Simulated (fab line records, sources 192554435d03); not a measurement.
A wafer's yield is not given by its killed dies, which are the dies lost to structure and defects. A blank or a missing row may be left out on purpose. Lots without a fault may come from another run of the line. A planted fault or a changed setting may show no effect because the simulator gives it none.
What tool caused it? :: flow n5 finfet :: route of 1938 steps, sampled at 1 step: 6 lots, 18 wafers

WHAT THE GAUGES SHOWED, per wafer
N5_BEOL_M5_CD_MEAS_35: target cd 28 nm, target cd y 24 nm.
lot: L821
measured: day 9 14:51
on: cd sem-02
cd nm (nm): 28.3 27.7 27.9

lot: L820
measured: day 9 18:34
on: cd sem-02
cd nm (nm): 28.2 28.1 28.7

lot: L823
measured: day 10 08:30
on: cd sem-03
cd nm (nm): 28.4 28.7 28.3

lot: L831
measured: day 12 02:07
on: cd sem-02
cd nm (nm): 28.3 27.9 28.3

lot: L833
measured: day 12 16:31
on: cd sem-02
cd nm (nm): 28.1 28.4 28.0

lot: L837
measured: day 14 08:02
on: cd sem-02
cd nm (nm): 27.7 27.8 27.6

WHAT TOOL EACH LOT RAN ON (gives the tool, then ch and the chambers of the sampled wafers, and finally the start)
The record holds no process step before these readings.

THE ANSWER, worked out from the rows above alone
Rule: what is usual is taken from the lots themselves. The widest of any qualifying gaps counts: lots, ordered by their means at a reading, are off when they make up no more than a third of the lots, leave a main group of 4 or more, and stand apart from it by 3 or more times the standard deviation of that group's means. The tables above print the reading to a certain number of digits; a main group whose means all agree to those digits is not used. Also off: a lot with no number at a reading for which 4 or more lots have one. Where the step has rows for the other lots, those lots are counted as sound.
No lot is off at any reading shown: from this, nothing can be told.

WHAT THE SIMULATOR PUT IN
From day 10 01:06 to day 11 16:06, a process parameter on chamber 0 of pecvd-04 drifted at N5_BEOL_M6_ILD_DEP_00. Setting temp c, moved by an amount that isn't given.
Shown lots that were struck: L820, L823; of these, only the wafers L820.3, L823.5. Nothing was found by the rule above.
